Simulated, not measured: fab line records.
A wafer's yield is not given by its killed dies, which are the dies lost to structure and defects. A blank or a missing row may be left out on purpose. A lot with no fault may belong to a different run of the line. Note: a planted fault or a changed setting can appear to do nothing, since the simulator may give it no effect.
A struck lot beside a sound one :: flow nand_harc :: 32 steps out of a route of 1302
Sound: the wafers L794.1, L794.2, L794.6. Struck: wafers L781.4, L781.5, L781.6. The cause comes at the end.
Per side, at each step with rows, come the tool, then ch with its chambers, and then its first start. Under that, the readings that differ: sound wafers :: struck wafers :: difference of the means :: sigmas: that difference in standard deviations of wafers without a fault.
alike: words and numbers the same on both sides, and readings whose means are apart by under 2 such deviations; not compared: readings that were withheld, readings missing a value for some wafer, numbers with overlapping values and no deviation given by the record, and bounds like >300 which may hide the same value.
A row with sigmas, a row that says differs or no value, or rows on one side alone: a step with any of these is where the two part. Numbers that have no deviation but don't overlap get no sigmas and don't part them. A reading that every wafer of one side lacks parts them only if that side has two wafers or more.

first, 5 steps without rows for these wafers: NHARC_A_ONON_D1_DEP_22 (target thk 1000 nm); NHARC_A_ONON_D1_DEP_25 (target thk 1000 nm); NHARC_A_ONON_D1_DEP_28 (target thk 1000 nm); NHARC_A_ONON_D1_DEP_33 (deposits SiO2, target thk 200 nm); NHARC_A_CHANNEL_HOLE_D1_DEP_00 (deposits aC, target thk 3100 nm).
NHARC_A_CHANNEL_HOLE_D1_DEP_01: deposits SiON, target thk 140 nm.
  sound on pecvd-03 ch 0,2, day 18 06:10; struck on pecvd-03 ch 0,1,2, day 12 13:39
  alike: heater_power_w
then, 25 steps without rows for these wafers: NHARC_A_CHANNEL_HOLE_D1_DEHYDRATE_02 (time 120 s); NHARC_A_CHANNEL_HOLE_D1_HMDS_03 (time 30 s); NHARC_A_CHANNEL_HOLE_D1_COAT_36 (time 75 s); NHARC_A_CHANNEL_HOLE_D1_COAT_37 (time 65 s); NHARC_A_CHANNEL_HOLE_D1_COAT_04 (resist thk 90 nm); NHARC_A_CHANNEL_HOLE_D1_SOFTBAKE_05 (time 55 s); NHARC_A_CHANNEL_HOLE_D1_EBR_06; NHARC_A_CHANNEL_HOLE_D1_EXPOSE_07 (exposes mask HOLE D1, target cd 100 nm); NHARC_A_CHANNEL_HOLE_D1_PEB_08 (peb time 65 s); NHARC_A_CHANNEL_HOLE_D1_DEVELOP_09 (develop time 35 s); NHARC_A_CHANNEL_HOLE_D1_DESCUM_15 (chemistry O2, time 3 s); NHARC_A_CHANNEL_HOLE_D1_ETCH_38 (etches the open film in CF4, target depth 39 nm, time 65 s); NHARC_A_CHANNEL_HOLE_D1_ETCH_39 (etches the open film in N2/H2, target depth 260 nm, time 325 s); NHARC_A_CHANNEL_HOLE_D1_ETCH_34 (etches the open film in CF4/CHF3, target depth 154 nm, time 77 s); NHARC_A_CHANNEL_HOLE_D1_ETCH_16 (etches the open film in O2/COS, target depth 3100 nm, time 806 s); NHARC_A_CHANNEL_HOLE_D1_ETCH_19 (etches the open film in C4F8/O2/Ar, time 34.5 s); NHARC_A_CHANNEL_HOLE_D1_ETCH_20 (etches the open film in C4F8/O2/Ar, time 361.9 s, target depth 1600 nm); NHARC_A_CHANNEL_HOLE_D1_ETCH_21 (etches the open film in C4F8/O2/Ar, time 514.3 s, target depth 1600 nm); NHARC_A_CHANNEL_HOLE_D1_ETCH_22 (etches the open film in C4F8/O2/Ar, time 666.7 s, target depth 1600 nm); NHARC_A_CHANNEL_HOLE_D1_ETCH_23 (etches the open film in C4F8/O2/Ar, time 819 s, target depth 1600 nm); NHARC_A_CHANNEL_HOLE_D1_ETCH_24 (etches the open film in C4F8/O2/Ar, time 906.2 s, target depth 1500 nm); NHARC_A_CHANNEL_HOLE_D1_ETCH_25 (etches the open film in C4F8/O2/Ar, time 1040.2 s, target depth 1500 nm); NHARC_A_CHANNEL_HOLE_D1_ETCH_26 (etches the open film in C4F8/O2/Ar, time 224.1 s, target depth 300 nm); NHARC_A_CHANNEL_HOLE_D1_ETCH_33 (etches the open film in C4F8/O2/Ar, time 90 s, target depth 400 nm); NHARC_A_CHANNEL_HOLE_D1_STRIP_41 (strips in N2/H2).
-- break in the record here, with 16 days between the starts of the struck wafers on either side (left off in module A_CHANNEL_HOLE_D1, picked up again in module END, where the first step shown is number 1302 on the route) --
NHARC_END_SORT_01:
  here the record holds rows for the struck wafers (prober-01 ch 0, day 28 13:14) but none for the sound ones

WHERE THEY PART
At NHARC_END_SORT_01 and nowhere else, as far as this record goes.

WHY: whatever the simulator had introduced
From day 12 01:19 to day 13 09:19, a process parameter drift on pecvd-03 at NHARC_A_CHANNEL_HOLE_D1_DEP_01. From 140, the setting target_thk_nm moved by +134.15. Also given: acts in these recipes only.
